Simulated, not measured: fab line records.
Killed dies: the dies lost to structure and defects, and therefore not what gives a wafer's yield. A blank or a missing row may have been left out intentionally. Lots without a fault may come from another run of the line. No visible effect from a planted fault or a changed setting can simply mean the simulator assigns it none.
Split-lot trial ; flow n5_finfet ; 7 lots, 21 wafers read, on a route of 1938 steps

## ABOUT THE SPLIT
At N5_BEOL_M9_PECVD_70 (deposits SiO2 from TEOS/O2, target thk 20 nm, time 22.7 s), the setting time_s was moved away from the recipe's 22.7 s on 9 of the 21 wafers read, by -12.7% to +7.7%. All remaining wafers had this setting at the recipe value.

The reading comes from the split's own step.

## THE READING
SiO2_of_BEOL_M9_PECVD_70.thk_nm (the simulator's own value, which no gauge read), in nm, at N5_BEOL_M9_PECVD_70 (deposits SiO2 from TEOS/O2, target thk 20 nm, time 22.7 s). The file gives no usual value for it. Here, 12 wafers ran the recipe; their average is 20.0 nm with a standard deviation of 0.2 nm.

wafer;tool, chamber at the split;time_s as run, s;against the recipe;SiO2_of_BEOL_M9_PECVD_70.thk_nm, nm;against lot-mates on the recipe
L077.3;pecvd-04, 1;22.7;recipe;20.2;-
L077.5;pecvd-04, 0,1;19.81;-12.7%;17.6;-2.6
L077.6;pecvd-04, 0,1;19.81;-12.7%;17.6;-2.6
L078.1;pecvd-02, 2,0;24.25;+6.8%;21.4;+1.6
L078.2;pecvd-02, 2,0;24.25;+6.8%;21.4;+1.6
L078.3;pecvd-02, 1;22.7;recipe;19.8;-
L083.4;pecvd-03, 2;23.98;+5.6%;21;+1.0
L083.5;pecvd-03, 0,1;22.7;recipe;20;-
L083.6;pecvd-03, 0,1;22.7;recipe;20;-
L088.2;pecvd-03, 2;22.7;recipe;19.8;-
L088.3;pecvd-03, 1;24.44;+7.7%;21.2;+1.4
L088.5;pecvd-03, 1;24.44;+7.7%;21.4;+1.6
L087.1;pecvd-03, 0;24.18;+6.5%;21;+0.8
L087.4;pecvd-03, 2;24.18;+6.5%;21.4;+1.2
L087.6;pecvd-03, 0;22.7;recipe;20.2;-
L086.1;pecvd-04, 1;22.7;recipe;20;-
L086.4;pecvd-04, 2,0;22.7;recipe;20.2;-
L086.5;pecvd-04, 2,0;22.7;recipe;20.2;-
L092.2;pecvd-02, 2,0;22.7;recipe;20.2;-
L092.5;pecvd-02, 2,0;22.7;recipe;20.2;-
L092.3;pecvd-02, 1;22.7;recipe;19.6;-
Rows listing several chambers each stand for several wafers; the file does not say which wafer went through which chamber.

FIT RESULTS
A straight line over all 21 wafers: SiO2_of_BEOL_M9_PECVD_70.thk_nm changes by +0.186 nm for each +1% of time_s; r = +0.99; the points scatter about the line by 0.18 nm.
The same after taking each lot's own level away (the mean of its wafers on the recipe; 21 wafers): +0.2 nm for each +1%; r = +0.99; scatter 0.19 nm.
On that fit, the largest move of time_s shifts the reading by 2.5 nm.
Measured against the standard deviation above, the lots' own levels, which go from 19.80 to 20.20 nm, span 2.0 times it.
The two slopes agree, so the slope changes little with the lot-to-lot level.
Check: -2.54 nm against its lot-mates is what the line predicts for one of the wafers moved furthest among these (-12.7%) when that wafer is left out of the fit. Against them it came out at -2.6 nm.

## THESE WAFERS: OTHER SPLITS
Note: prior to the reading, these wafers also went through further splits. Each is held against what the fit with the lots' levels taken away leaves over:
other split on the same wafers;wafers away from the commonest value;r with SiO2_of_BEOL_M9_PECVD_70.thk_nm (lot level and that fit taken away)
N5_BEOL_M5_EXPOSE_08 dose_mj;8;-0.50
N5_BEOL_M5_DEP_56 time_s;6;+0.06
N5_BEOL_M7_EXPOSE_25 dose_mj;8;-0.16
N5_BEOL_M7_VIA_ETCH_34 source_w;7;+0.03

## THE FILE'S OWN FIT
SiO2_of_BEOL_M9_PECVD_70.thk_nm changes by +0.198 nm for each +1% of time_s, r = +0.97.
